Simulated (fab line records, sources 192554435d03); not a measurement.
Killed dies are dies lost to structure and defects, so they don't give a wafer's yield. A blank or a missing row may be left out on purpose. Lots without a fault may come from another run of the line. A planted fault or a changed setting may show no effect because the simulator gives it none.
Chamber matching | flow n5_finfet | N5_FIN_SAQP_ALD_61 on ald_sin-03: 4 sister chambers
The step deposits SiO2, target thk 4 nm, pulse time 1 s, purge time 2 s. 14 wafers are shown with their chamber, then 7 later ones without.

WAFERS WITH THEIR CHAMBER
wafer  | chamber | heater_power_w (W) | precursor_pulse_height_rel
L762.1 | 0       | 396                | 1.014
L762.3 | 3       | 492                | 0.958
L762.5 | 3       | 520                | 1.010
L763.1 | 2       | 536                | 0.967
L763.3 | 3       | 518                | 0.992
L763.6 | 0       | 407                | 0.999
L766.1 | 0       | 402                | 1.052
L766.4 | 3       | 523                | 0.989
L766.6 | 2       | 521                | 1.000
L776.1 | 1       | 486                | 0.988
L776.2 | 0       | 405                | 1.016
L776.5 | 1       | 499                | 0.990
L782.3 | 3       | 518                | 1.020
L782.4 | 2       | 537                | 0.997

SIGNATURES (means of the wafers above)
reading                    | chamber 0 | chamber 1 | chamber 2 | chamber 3 | scatter within a chamber
heater_power_w             | 402.50    | 492.50    | 531.33    | 514.20    | 9.73
precursor_pulse_height_rel | 1.02025   | 0.98900   | 0.98800   | 0.99380   | 0.0211
Rule: a wafer's distance from a chamber is the root of the sum, over the readings, of the square of ((its reading less the chamber's mean) divided by the reading's scatter). The wafer belongs to the nearest chamber; if the next one is less than 2 further off, it can't be placed. The scatter: the root of (the sum of the squares of (reading less its chamber's mean) over the shown wafers, divided by (wafers less chambers)).

WAFERS WITHOUT THEIR CHAMBER
wafer  | heater_power_w (W) | precursor_pulse_height_rel
L782.5 | 410                | 0.989
L783.1 | 486                | 0.987
L783.3 | 505                | 1.042
L783.4 | 405                | 0.999
L785.1 | 494                | 1.006
L785.3 | 398                | 1.019
L785.6 | 396                | 1.027

WHICH CHAMBER EACH WENT THROUGH
wafer  | from the rows above          | in truth
L782.5 | 0                            | 0
L783.1 | 1                            | 1
L783.3 | can't be placed: 3 or 1 or 2 | 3
L783.4 | 0                            | 0
L785.1 | can't be placed: 1 or 3      | 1
L785.3 | 0                            | 0
L785.6 | 0                            | 0
Placed correctly: 5 of 7. Can't be placed from these rows: 2 (the true chamber is among the candidates in 2). Placed wrongly: 0.
